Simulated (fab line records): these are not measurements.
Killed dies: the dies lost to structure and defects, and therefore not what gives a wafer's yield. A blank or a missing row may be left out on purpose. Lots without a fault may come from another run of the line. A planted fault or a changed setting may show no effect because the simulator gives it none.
Split-lot experiment / flow n5Finfet / 21 wafers read across 7 lots, on a route 1938 steps long

== ON THE SPLIT ==
At N5_BEOL_M10_COAT_60 (time 60 s, resist thk 30 nm), the setting spinRpm was moved away from the recipe's 1500 rpm on 8 of the 21 wafers read, by -6.1% to +10.1%. For the rest of the wafers, this setting stayed at what the recipe calls for.

== FROM THE SPLIT TO THE READING: what the file shows between them, 3 steps ==
- N5_BEOL_M10_COAT_05: resist thk 90 nm
- N5_BEOL_M10_EBR_07
- N5_BEOL_M10_DESCUM_16: chemistry O2, time 7.9 s

== THE READING ==
CAR-ArF_of_BEOL_M10_COAT_05.thkNm (the simulator's own value, which no gauge read), in nm, at N5_BEOL_M10_ETCH_61 (etches SiARC in CF4, target depth 39 nm, time 65 s). The file does not state a usual value for it. Across the 13 wafers here that went through the recipe, the average is 55.5 nm and the standard deviation 0.24 nm.

wafer=L075.2; tool, chamber at the split=lithoTrack-01, 0; spinRpm as run, rpm=1500; against the recipe=recipe; CAR-ArF_of_BEOL_M10_COAT_05.thkNm, nm=55.2; against lot-mates on the recipe=-
wafer=L075.4; tool, chamber at the split=lithoTrack-01, 0; spinRpm as run, rpm=1500; against the recipe=recipe; CAR-ArF_of_BEOL_M10_COAT_05.thkNm, nm=55.4; against lot-mates on the recipe=-
wafer=L075.6; tool, chamber at the split=lithoTrack-01, 0; spinRpm as run, rpm=1500; against the recipe=recipe; CAR-ArF_of_BEOL_M10_COAT_05.thkNm, nm=55.2; against lot-mates on the recipe=-
wafer=L076.2; tool, chamber at the split=lithoTrack-02, 0; spinRpm as run, rpm=1651; against the recipe=+10.1%; CAR-ArF_of_BEOL_M10_COAT_05.thkNm, nm=57.2; against lot-mates on the recipe=+1.4
wafer=L076.4; tool, chamber at the split=lithoTrack-02, 0; spinRpm as run, rpm=1651; against the recipe=+10.1%; CAR-ArF_of_BEOL_M10_COAT_05.thkNm, nm=57; against lot-mates on the recipe=+1.2
wafer=L076.6; tool, chamber at the split=lithoTrack-02, 0; spinRpm as run, rpm=1500; against the recipe=recipe; CAR-ArF_of_BEOL_M10_COAT_05.thkNm, nm=55.8; against lot-mates on the recipe=-
wafer=L079.1; tool, chamber at the split=lithoTrack-04, 0; spinRpm as run, rpm=1610; against the recipe=+7.3%; CAR-ArF_of_BEOL_M10_COAT_05.thkNm, nm=56.2; against lot-mates on the recipe=+0.6
wafer=L079.4; tool, chamber at the split=lithoTrack-04, 0; spinRpm as run, rpm=1610; against the recipe=+7.3%; CAR-ArF_of_BEOL_M10_COAT_05.thkNm, nm=56.6; against lot-mates on the recipe=+1.0
wafer=L079.6; tool, chamber at the split=lithoTrack-04, 0; spinRpm as run, rpm=1500; against the recipe=recipe; CAR-ArF_of_BEOL_M10_COAT_05.thkNm, nm=55.6; against lot-mates on the recipe=-
wafer=L083.2; tool, chamber at the split=lithoTrack-01, 0; spinRpm as run, rpm=1500; against the recipe=recipe; CAR-ArF_of_BEOL_M10_COAT_05.thkNm, nm=56; against lot-mates on the recipe=-
wafer=L083.4; tool, chamber at the split=lithoTrack-01, 0; spinRpm as run, rpm=1408; against the recipe=-6.1%; CAR-ArF_of_BEOL_M10_COAT_05.thkNm, nm=54.8; against lot-mates on the recipe=-1.0
wafer=L083.5; tool, chamber at the split=lithoTrack-01, 0; spinRpm as run, rpm=1500; against the recipe=recipe; CAR-ArF_of_BEOL_M10_COAT_05.thkNm, nm=55.6; against lot-mates on the recipe=-
wafer=L087.1; tool, chamber at the split=lithoTrack-02, 0; spinRpm as run, rpm=1542; against the recipe=+2.8%; CAR-ArF_of_BEOL_M10_COAT_05.thkNm, nm=56; against lot-mates on the recipe=+0.4
wafer=L087.5; tool, chamber at the split=lithoTrack-02, 0; spinRpm as run, rpm=1542; against the recipe=+2.8%; CAR-ArF_of_BEOL_M10_COAT_05.thkNm, nm=55.8; against lot-mates on the recipe=+0.2
wafer=L087.6; tool, chamber at the split=lithoTrack-02, 0; spinRpm as run, rpm=1500; against the recipe=recipe; CAR-ArF_of_BEOL_M10_COAT_05.thkNm, nm=55.6; against lot-mates on the recipe=-
wafer=L092.1; tool, chamber at the split=lithoTrack-01, 0; spinRpm as run, rpm=1442; against the recipe=-3.9%; CAR-ArF_of_BEOL_M10_COAT_05.thkNm, nm=54.6; against lot-mates on the recipe=-0.7
wafer=L092.5; tool, chamber at the split=lithoTrack-01, 0; spinRpm as run, rpm=1500; against the recipe=recipe; CAR-ArF_of_BEOL_M10_COAT_05.thkNm, nm=55.4; against lot-mates on the recipe=-
wafer=L092.6; tool, chamber at the split=lithoTrack-01, 0; spinRpm as run, rpm=1500; against the recipe=recipe; CAR-ArF_of_BEOL_M10_COAT_05.thkNm, nm=55.2; against lot-mates on the recipe=-
wafer=L096.2; tool, chamber at the split=lithoTrack-02, 0; spinRpm as run, rpm=1500; against the recipe=recipe; CAR-ArF_of_BEOL_M10_COAT_05.thkNm, nm=55.6; against lot-mates on the recipe=-
wafer=L096.3; tool, chamber at the split=lithoTrack-02, 0; spinRpm as run, rpm=1500; against the recipe=recipe; CAR-ArF_of_BEOL_M10_COAT_05.thkNm, nm=55.8; against lot-mates on the recipe=-
wafer=L096.4; tool, chamber at the split=lithoTrack-02, 0; spinRpm as run, rpm=1500; against the recipe=recipe; CAR-ArF_of_BEOL_M10_COAT_05.thkNm, nm=55.6; against lot-mates on the recipe=-

FIT RESULTS
A straight line over all 21 wafers: CAR-ArF_of_BEOL_M10_COAT_05.thkNm changes by +0.145 nm for each +1% of spinRpm; r = +0.93; the points scatter about the line by 0.24 nm.
The same after taking each lot's own level away (the mean of its wafers on the recipe; 21 wafers): +0.131 nm for each +1%; r = +0.97; scatter 0.14 nm.
According to that fit, moving spinRpm by its largest amount changes the reading by 1.3 nm.
Measured against the standard deviation above, the lots' own levels, which go from 55.27 to 55.80 nm, span 2.2 times it.
So the slope is not independent of the lot-to-lot level: the two fits are not the same.
Check: with one of the wafers moved furthest among these (+10.1%) left out of the fit, the line predicts +1.24 nm for it against its lot-mates. Against them it came out at +1.4 nm.

== OTHER SPLITS APPLIED TO THESE WAFERS ==
Other splits were also applied to these wafers ahead of the reading. Each is held against what the fit with the lots' levels taken away leaves over:
other split on the same wafers=N5_BEOL_M9_ETCH_66 timeS; wafers away from the commonest value=9; r with CAR-ArF_of_BEOL_M10_COAT_05.thkNm (lot level and that fit taken away)=-0.03
other split on the same wafers=N5_BEOL_M9_TRENCH_ETCH_37 biasW; wafers away from the commonest value=6; r with CAR-ArF_of_BEOL_M10_COAT_05.thkNm (lot level and that fit taken away)=-0.18
other split on the same wafers=N5_BEOL_M10_PECVD_70 tempC; wafers away from the commonest value=4; r with CAR-ArF_of_BEOL_M10_COAT_05.thkNm (lot level and that fit taken away)=-0.04

== THE WHOLE CHAIN: every reading that the file lists as answering this split, in the file's order ==
step=N5_BEOL_M10_COAT_60; what it does=time 60 s, resist thk 30 nm; reading=SiARC_of_BEOL_M10_COAT_60.thkNm (the simulator's own value, which no gauge read); change (the file's fit)=-0.141 nm for each +1% of the setting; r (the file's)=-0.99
step=N5_BEOL_M10_ETCH_61; what it does=etches SiARC in CF4, target depth 39 nm, time 65 s; reading=etch.depthNm (the simulator's own value, which no gauge read); change (the file's fit)=-0.142 nm for each +1% of the setting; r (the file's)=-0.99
step=N5_BEOL_M10_ETCH_61; what it does=etches SiARC in CF4, target depth 39 nm, time 65 s; reading=CAR-ArF_of_BEOL_M10_COAT_05.thkNm (the simulator's own value, which no gauge read); change (the file's fit)=+0.133 nm for each +1% of the setting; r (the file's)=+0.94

== FILE'S OWN FIT ==
CAR-ArF_of_BEOL_M10_COAT_05.thkNm changes by +0.133 nm for each +1% of spinRpm, r = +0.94.
